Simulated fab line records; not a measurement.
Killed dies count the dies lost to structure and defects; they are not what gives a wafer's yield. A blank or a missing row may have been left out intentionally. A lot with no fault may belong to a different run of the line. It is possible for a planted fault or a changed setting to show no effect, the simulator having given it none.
Problem report in the 8D (eight disciplines) form, filled by code	flow n5-finfet	the parts of the form that need people (team, actions taken, sign-off) are left out

## 1. WHAT WENT WRONG
At N5_STI_FIN_REVEAL_FIN_H_MEAS_10, trench-depth-nm averages 56.6 nm over 4 wafers from 3 lots, while fault-free wafers read 52.1 nm, standard deviation 0.85. That puts it +5.4 standard deviations away from the usual mean.
Seen first at day 7 13:25 on ocd-01, wafer L663.2. The record has a number at this step for 26 wafers belonging to 10 lots. Rule for "out" (also "out of limits"): further than 4 standard deviations from the usual mean. Any other wafer with a number is counted as sound.

## 2. WHAT THIS IS AND IS NOT
question	is	is not
which readings at this step	trench-depth-nm	-
which lots	L663, L664, L665	L643, L646, L648, L650, L654, L655, L658
which wafers of those lots	L663.2, L664.2, L665.2, L665.3	L663.1, L664.1
read on which gauges	ocd-01, ocd-02	-
when	from day 7 13:25	up to then (21 sound wafers); but 1 sound wafer of L664 came after

## 3. SUSPECTS, AND WHAT RULES EACH OUT
Counting: any tool at a process step up to the reading remains a suspect provided it ran every lot that is out. Sound lots after the first of them don't rule it out here, since some wafers of a struck lot are sound.
- the gauge at N5_STI_FIN_REVEAL_FIN_H_MEAS_10: ruled out. Those wafers that are out were read across 2 gauges (ocd-01, ocd-02).
- vapor-etch-02 at N5_STI_FIN_REVEAL_RECESS_09 (chemistry HF/NH3, target SiO2, afs cycles 11, target depth 42.5 nm, sublimation time 60 s): kept. Every lot that is out went through it, the first being L663 (day 7 10:13); the last sound lot it ran before that was L658 (day 6 03:49).
After counting, what remains is vapor-etch-02 at N5_STI_FIN_REVEAL_RECESS_09.

## 4. THE CAUSE (what the simulator had put in)
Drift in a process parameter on vapor-etch-02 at N5_STI_FIN_REVEAL_RECESS_09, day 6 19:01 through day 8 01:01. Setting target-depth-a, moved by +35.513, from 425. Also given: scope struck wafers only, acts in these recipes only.
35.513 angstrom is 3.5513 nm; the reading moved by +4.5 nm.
After counting, this tool was the only one left.

## 5. THE EFFECT CHAIN, in route order
Rows list readings where the struck wafers' mean (over those with a number) sits beyond 3 standard deviations from the usual. Readings are gone through only where the record gives a usual standard deviation; hours: the median, over the lots, of the time from a lot's start at the first step in this table giving one to that lot's start at this step; sigmas: the change measured in usual standard deviations.
hours	step	reading	usual	on struck wafers	change	sigmas
0	N5_STI_FIN_REVEAL_FIN_H_MEAS_10	trench-depth-nm	52.1 nm	56.6	+4.5	+5.4
136	N5_BEOL_M4_RC_MEAS_101	ION_N	675 uA/um	722	+46	+3.1
136	N5_BEOL_M4_RC_MEAS_101	ION_P	463 uA/um	495	+32	+3.2
Later steps that measure or inspect, where all struck wafers having a row at the step show a number for every such reading and not one has moved that far: N5_DUMMY_GATE_THK_MEAS_05.

## 6. WHAT WOULD HAVE CAUGHT IT SOONER
The first out-of-limits reading at a measuring or inspecting step in this record came at day 7 13:25, 18 hours after the fault's start at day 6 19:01.
Tool readings at N5_STI_FIN_REVEAL_RECESS_09 with a usual standard deviation given in the record: none out on any struck wafer, hence no alarm at a limit of 4 standard deviations on them.
Lots out: 3; of these, L664, L665 started N5_STI_FIN_REVEAL_RECESS_09 on vapor-etch-02 after day 7 13:25. A hold on the tool at that time would have spared those 2.
